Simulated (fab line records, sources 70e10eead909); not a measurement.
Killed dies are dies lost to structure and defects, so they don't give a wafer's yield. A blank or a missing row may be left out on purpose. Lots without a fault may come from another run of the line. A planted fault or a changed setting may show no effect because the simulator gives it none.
Chamber matching | flow nand_harc | NHARC_P_M2_ETCH_35 on rie_diel-04: 4 sister chambers
The step etches the open film in N2/H2, target depth 40 nm, overetch 12 nm, time 43.94 s. 8 wafers are shown with their chamber, then 7 later ones without.

WAFERS WITH THEIR CHAMBER
wafer  | chamber | rf_vpp_V (V) | run_length_s (s)
L580.3 | 0       | 431.2        | 65.3
L584.1 | 2       | 428.5        | 65.3
L584.4 | 0       | 431.0        | 65.6
L585.2 | 3       | 428.6        | 65.6
L585.6 | 2       | 428.4        | 65.0
L587.1 | 1       | 429.0        | 64.7
L587.4 | 1       | 428.2        | 64.7
L587.6 | 3       | 428.7        | 66.0

WAFERS WITHOUT THEIR CHAMBER
wafer  | rf_vpp_V (V) | run_length_s (s)
L589.1 | 428.2        | 65.7
L589.2 | 429.5        | 65.3
L589.6 | 431.3        | 65.1
L592.2 | 430.7        | 65.6
L592.3 | 428.1        | 65.4
L592.6 | 427.4        | 65.2
L598.5 | 427.9        | 65.6

WHICH CHAMBER EACH WENT THROUGH
wafer  | from the rows above               | in truth
L589.1 | can't be placed: 3 or 2           | 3
L589.2 | can't be placed: 2 or 3 or 1 or 0 | 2
L589.6 | 0                                 | 0
L592.2 | 0                                 | 0
L592.3 | can't be placed: 2 or 3           | 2
L592.6 | can't be placed: 2 or 1 or 3      | 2
L598.5 | can't be placed: 3 or 2           | 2
Placed correctly: 2 of 7. Can't be placed from these rows: 5 (the true chamber is among the candidates in 5). Placed wrongly: 0.
How it was worked out, from the rows above alone: a wafer's distance from a chamber is the root of the sum, over the readings, of the square of ((its reading less the chamber's mean) divided by the reading's scatter). The wafer belongs to the nearest chamber; if the next one is less than 2 further off, it can't be placed. A chamber's mean is the mean of its shown wafers. The scatter: the root of (the sum of the squares of (reading less its chamber's mean) over the shown wafers, divided by (wafers less chambers)).
